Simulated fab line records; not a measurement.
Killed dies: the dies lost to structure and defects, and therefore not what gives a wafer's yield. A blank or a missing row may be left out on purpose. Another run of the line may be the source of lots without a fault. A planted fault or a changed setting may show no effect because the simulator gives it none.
Lot-split experiment	flow n5Finfet	21 wafers read across 7 lots, on a route 1938 steps long

ON THE SPLIT
At N5_BEOL_M15_SPUTTER_44 (material Ta, target thk 15 nm, time 24.19 s), the setting powerW was moved away from the recipe's 15000 W on 5 of the 21 wafers read, by +11.0% to +13.9%. All remaining wafers had this setting at the recipe value.

The reading is taken at the split's own step.

THE READING
Ta_of_BEOL_M15_SPUTTER_44.thkNm (the simulator's own value, which no gauge read), in nm, at N5_BEOL_M15_SPUTTER_44 (material Ta, target thk 15 nm, time 24.19 s). The file gives no usual value for it. Average 15.0 nm, standard deviation 0.14 nm, over the 16 wafers here run with the recipe.

wafer	tool, chamber at the split	powerW as run, W	against the recipe	Ta_of_BEOL_M15_SPUTTER_44.thkNm, nm	against lot-mates on the recipe
L074.1	pvdSputter-01, -	15000	recipe	15	-
L074.4	pvdSputter-01, -	15000	recipe	15	-
L074.6	pvdSputter-01, -	15000	recipe	14.8	-
L078.1	pvdSputter-01, -	15000	recipe	15.2	-
L078.2	pvdSputter-01, -	15000	recipe	15	-
L078.6	pvdSputter-01, -	15000	recipe	14.8	-
L079.1	pvdSputter-01, -	15000	recipe	15	-
L079.6	pvdSputter-01, -	15000	recipe	15	-
L079.2	pvdSputter-01, -	17090	+13.9%	17.2	+2.2
L085.1	pvdSputter-02, -	16650	+11.0%	17	+1.8
L085.3	pvdSputter-02, -	16650	+11.0%	17	+1.8
L085.5	pvdSputter-02, -	15000	recipe	15.2	-
L094.4	pvdSputter-02, -	15000	recipe	14.8	-
L094.5	pvdSputter-02, -	15000	recipe	14.8	-
L094.6	pvdSputter-02, -	15000	recipe	15.2	-
L093.1	pvdSputter-03, -	15000	recipe	15	-
L093.4	pvdSputter-03, -	15000	recipe	15	-
L093.6	pvdSputter-03, -	15000	recipe	14.8	-
L095.1	pvdSputter-01, -	16700	+11.3%	16.4	+1.4
L095.6	pvdSputter-01, -	16700	+11.3%	16.4	+1.4
L095.2	pvdSputter-01, -	15000	recipe	15	-

FIT RESULTS
A straight line over all 21 wafers: Ta_of_BEOL_M15_SPUTTER_44.thkNm changes by +0.156 nm for each +1% of powerW; r = +0.97; the points scatter about the line by 0.2 nm.
The same after taking each lot's own level away (the mean of its wafers on the recipe; 21 wafers): +0.147 nm for each +1%; r = +0.98; scatter 0.16 nm.
That fit puts the effect of the largest move of powerW on the reading at 2.1 nm.
The lots' own levels span 14.93 to 15.20 nm, that is 1.9 times the standard deviation above.
So the lot-to-lot level changes the slope little: the two slopes agree.
Check: for one of the wafers moved furthest among these (+13.9%), held out of the fit, the line's prediction against its lot-mates is +1.99 nm. Against them it came out at +2.2 nm.

THE OTHER SPLITS THESE WAFERS WENT THROUGH
Before the reading, these wafers also passed through other splits. Each is held against what the fit with the lots' levels taken away leaves over:
other split on the same wafers	wafers away from the commonest value	r with Ta_of_BEOL_M15_SPUTTER_44.thkNm (lot level and that fit taken away)
N5_BEOL_M15_ETCH_61 timeS	6	+0.32

FILE'S OWN FIT
Ta_of_BEOL_M15_SPUTTER_44.thkNm changes by +0.15 nm for each +1% of powerW, r = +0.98.
